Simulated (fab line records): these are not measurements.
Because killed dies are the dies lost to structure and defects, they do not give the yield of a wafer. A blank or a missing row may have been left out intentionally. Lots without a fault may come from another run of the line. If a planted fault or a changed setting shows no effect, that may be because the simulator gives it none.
Split-lot experiment :: flow n5 finfet :: 7 lots, 39 wafers read, on a route of 1938 steps

== THE SPLIT ITSELF ==
At N5_BEOL_M0_SAQP_PECVD_04 (deposits a-Si from SiH4/He, target thk 60 nm, time 60.2 s), the setting time s was moved away from the recipe's 60.2 s on 15 of the 39 wafers read, by -53.1% to +32.1%. The other wafers ran this setting at the recipe's value.

== FROM THE SPLIT TO THE READING: what the file shows between them, 5 steps ==
- N5_BEOL_M0_SAQP_THK_MEAS_05
- N5_BEOL_M0_SAQP_HM_DEP_111: deposits SiO2 from SiH4/N2O, target thk 12 nm, time 7.2 s
- N5_BEOL_M0_SAQP_COAT_81: time 60 s, resist thk 100 nm
- N5_BEOL_M0_SAQP_HM_OPEN_112: chemistry CHF3/O2, target SiO2, stops on a-Si, target depth 12 nm, time 13.5 s
- N5_BEOL_M0_SAQP_STRIP_113: strips in CHF3/O2

== THE READING ==
oes product au, in a.u., at N5_BEOL_M0_SAQP_MANDREL_ETCH_20 (etches a-Si in HBr/Cl2, stops on SiNx, target depth 60 nm, bt time 10 s, time 30 s). Fault-free wafers of this fab line usually give 0.778 a.u., standard deviation 0.01 a.u.

wafer: L074.1
tool, chamber at the split: pecvd-04, 1
time s as run, s: 43.8
against the recipe: -27.2%
oes product au, a.u.: 0.649
against lot-mates on the recipe: -0.130

wafer: L074.2
tool, chamber at the split: pecvd-04, 2
time s as run, s: 60.2
against the recipe: recipe
oes product au, a.u.: 0.770
against lot-mates on the recipe: -

wafer: L074.3
tool, chamber at the split: pecvd-04, 0
time s as run, s: 43.8
against the recipe: -27.2%
oes product au, a.u.: 0.657
against lot-mates on the recipe: -0.122

wafer: L074.4
tool, chamber at the split: pecvd-04, 2
time s as run, s: 60.2
against the recipe: recipe
oes product au, a.u.: 0.792
against lot-mates on the recipe: -

wafer: L074.5
tool, chamber at the split: pecvd-04, 0
time s as run, s: 43.8
against the recipe: -27.2%
oes product au, a.u.: 0.658
against lot-mates on the recipe: -0.121

wafer: L074.6
tool, chamber at the split: pecvd-04, 1
time s as run, s: 60.2
against the recipe: recipe
oes product au, a.u.: 0.776
against lot-mates on the recipe: -

wafer: L076.1
tool, chamber at the split: pecvd-01, 1
time s as run, s: 60.2
against the recipe: recipe
oes product au, a.u.: 0.766
against lot-mates on the recipe: -

wafer: L076.3
tool, chamber at the split: pecvd-01, 0
time s as run, s: 60.2
against the recipe: recipe
oes product au, a.u.: 0.760
against lot-mates on the recipe: -

wafer: L076.4
tool, chamber at the split: pecvd-01, 2
time s as run, s: 60.2
against the recipe: recipe
oes product au, a.u.: 0.779
against lot-mates on the recipe: -

wafer: L077.1
tool, chamber at the split: pecvd-04, 0,2
time s as run, s: 60.2
against the recipe: recipe
oes product au, a.u.: 0.781
against lot-mates on the recipe: -

wafer: L077.2
tool, chamber at the split: pecvd-04, 1
time s as run, s: 33.61
against the recipe: -44.2%
oes product au, a.u.: 0.583
against lot-mates on the recipe: -0.197

wafer: L077.3
tool, chamber at the split: pecvd-04, 0,2
time s as run, s: 60.2
against the recipe: recipe
oes product au, a.u.: 0.767
against lot-mates on the recipe: -

wafer: L077.4
tool, chamber at the split: pecvd-04, 0
time s as run, s: 33.61
against the recipe: -44.2%
oes product au, a.u.: 0.599
against lot-mates on the recipe: -0.181

wafer: L077.5
tool, chamber at the split: pecvd-04, 1
time s as run, s: 33.61
against the recipe: -44.2%
oes product au, a.u.: 0.579
against lot-mates on the recipe: -0.201

wafer: L077.6
tool, chamber at the split: pecvd-04, 2
time s as run, s: 60.2
against the recipe: recipe
oes product au, a.u.: 0.792
against lot-mates on the recipe: -

wafer: L084.1
tool, chamber at the split: pecvd-03, 1
time s as run, s: 60.2
against the recipe: recipe
oes product au, a.u.: 0.759
against lot-mates on the recipe: -

wafer: L084.2
tool, chamber at the split: pecvd-03, 2
time s as run, s: 60.2
against the recipe: recipe
oes product au, a.u.: 0.767
against lot-mates on the recipe: -

wafer: L084.3
tool, chamber at the split: pecvd-03, 0
time s as run, s: 60.2
against the recipe: recipe
oes product au, a.u.: 0.774
against lot-mates on the recipe: -

wafer: L084.4
tool, chamber at the split: pecvd-03, 1
time s as run, s: 60.2
against the recipe: recipe
oes product au, a.u.: 0.778
against lot-mates on the recipe: -

wafer: L084.5
tool, chamber at the split: pecvd-03, 0
time s as run, s: 60.2
against the recipe: recipe
oes product au, a.u.: 0.782
against lot-mates on the recipe: -

wafer: L084.6
tool, chamber at the split: pecvd-03, 2
time s as run, s: 60.2
against the recipe: recipe
oes product au, a.u.: 0.780
against lot-mates on the recipe: -

wafer: L086.1
tool, chamber at the split: pecvd-01, 1,2
time s as run, s: 28.21
against the recipe: -53.1%
oes product au, a.u.: 0.552
against lot-mates on the recipe: -0.232

wafer: L086.2
tool, chamber at the split: pecvd-01, 2
time s as run, s: 28.21
against the recipe: -53.1%
oes product au, a.u.: 0.541
against lot-mates on the recipe: -0.243

wafer: L086.3
tool, chamber at the split: pecvd-01, 0
time s as run, s: 60.2
against the recipe: recipe
oes product au, a.u.: 0.775
against lot-mates on the recipe: -

wafer: L086.4
tool, chamber at the split: pecvd-01, 1
time s as run, s: 60.2
against the recipe: recipe
oes product au, a.u.: 0.793
against lot-mates on the recipe: -

wafer: L086.5
tool, chamber at the split: pecvd-01, 1,2
time s as run, s: 28.21
against the recipe: -53.1%
oes product au, a.u.: 0.559
against lot-mates on the recipe: -0.225

wafer: L086.6
tool, chamber at the split: pecvd-01, 0
time s as run, s: 60.2
against the recipe: recipe
oes product au, a.u.: 0.783
against lot-mates on the recipe: -

wafer: L088.1
tool, chamber at the split: pecvd-04, 0,2
time s as run, s: 60.2
against the recipe: recipe
oes product au, a.u.: 0.761
against lot-mates on the recipe: -

wafer: L088.2
tool, chamber at the split: pecvd-04, 1
time s as run, s: 79.5
against the recipe: +32.1%
oes product au, a.u.: 0.912
against lot-mates on the recipe: +0.146

wafer: L088.3
tool, chamber at the split: pecvd-04, 2
time s as run, s: 79.5
against the recipe: +32.1%
oes product au, a.u.: 0.915
against lot-mates on the recipe: +0.149

wafer: L088.4
tool, chamber at the split: pecvd-04, 0,2
time s as run, s: 60.2
against the recipe: recipe
oes product au, a.u.: 0.765
against lot-mates on the recipe: -

wafer: L088.5
tool, chamber at the split: pecvd-04, 1
time s as run, s: 60.2
against the recipe: recipe
oes product au, a.u.: 0.773
against lot-mates on the recipe: -

wafer: L088.6
tool, chamber at the split: pecvd-04, 0
time s as run, s: 79.5
against the recipe: +32.1%
oes product au, a.u.: 0.935
against lot-mates on the recipe: +0.169

wafer: L091.1
tool, chamber at the split: pecvd-03, 2
time s as run, s: 60.2
against the recipe: recipe
oes product au, a.u.: 0.778
against lot-mates on the recipe: -

wafer: L091.2
tool, chamber at the split: pecvd-03, 1
time s as run, s: 33.72
against the recipe: -44.0%
oes product au, a.u.: 0.565
against lot-mates on the recipe: -0.225

wafer: L091.3
tool, chamber at the split: pecvd-03, 0
time s as run, s: 33.72
against the recipe: -44.0%
oes product au, a.u.: 0.586
against lot-mates on the recipe: -0.204

wafer: L091.4
tool, chamber at the split: pecvd-03, 2
time s as run, s: 33.72
against the recipe: -44.0%
oes product au, a.u.: 0.579
against lot-mates on the recipe: -0.211

wafer: L091.5
tool, chamber at the split: pecvd-03, 1
time s as run, s: 60.2
against the recipe: recipe
oes product au, a.u.: 0.793
against lot-mates on the recipe: -

wafer: L091.6
tool, chamber at the split: pecvd-03, 0
time s as run, s: 60.2
against the recipe: recipe
oes product au, a.u.: 0.798
against lot-mates on the recipe: -
When a row names more than one chamber, that row covers several wafers, and the file does not tell which wafer ran in which chamber.

FIT RESULTS
A straight line over all 39 wafers: oes product au changes by +0.00438 a.u. for each +1% of time s; r = +0.99; the points scatter about the line by 0.011 a.u.
The same after taking each lot's own level away (the mean of its wafers on the recipe; 39 wafers): +0.00457 a.u. for each +1%; r = +1.00; scatter 0.01 a.u.
Per that fit: largest time s move, reading shift of 0.24 a.u.
The span of the lots' own levels, 0.7663 to 0.7897 a.u., comes to 2.3 times the standard deviation stated above.
Consequently the slope shifts little with the lot-to-lot level, the two slopes agreeing.
Check: for one of the wafers moved furthest among these (-53.1%), held out of the fit, the line's prediction against its lot-mates is -0.243 a.u. It came out at -0.232 a.u. against them.

== THE OTHER SPLITS THESE WAFERS WENT THROUGH ==
Before the reading, these wafers also passed through other splits. Each is held against what the fit with the lots' levels taken away leaves over:
other split on the same wafers: N5_PMOS_HMC_CHANNEL_EPI_HM_DEP_34 target thk a
wafers away from the commonest value: 15
r with oes product au (lot level and that fit taken away): +0.08

other split on the same wafers: N5_FIN_SAQP_ETCH_65 time s
wafers away from the commonest value: 15
r with oes product au (lot level and that fit taken away): -0.33

other split on the same wafers: N5_SD_EPI_N_DESCUM_14 time s
wafers away from the commonest value: 12
r with oes product au (lot level and that fit taken away): +0.12

== THE WHOLE CHAIN: every reading that the file lists as answering this split, in the file's order ==
step: N5_BEOL_M0_SAQP_PECVD_04
what it does: deposits a-Si from SiH4/He, target thk 60 nm, time 60.2 s
reading: a-Si_of_BEOL_M0_SAQP_PECVD_04.thk nm (the simulator's own value, which no gauge read)
change (the file's fit): +0.593 nm for each +1% of the setting
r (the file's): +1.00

step: N5_BEOL_M0_SAQP_THK_MEAS_05
what it does: 
reading: thk nm
change (the file's fit): withheld for each +1% of the setting
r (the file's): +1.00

step: N5_BEOL_M0_SAQP_MANDREL_ETCH_20
what it does: etches a-Si in HBr/Cl2, stops on SiNx, target depth 60 nm, bt time 10 s, time 30 s
reading: oes product au
change (the file's fit): +0.00455 a.u. for each +1% of the setting
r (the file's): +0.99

step: N5_BEOL_M0_SAQP_MANDREL_ETCH_20
what it does: etches a-Si in HBr/Cl2, stops on SiNx, target depth 60 nm, bt time 10 s, time 30 s
reading: etch.depth nm (the simulator's own value, which no gauge read)
change (the file's fit): +0.593 nm for each +1% of the setting
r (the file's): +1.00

== THE FILE'S OWN FIT ==
oes product au changes by +0.00455 a.u. for each +1% of time s, r = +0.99.
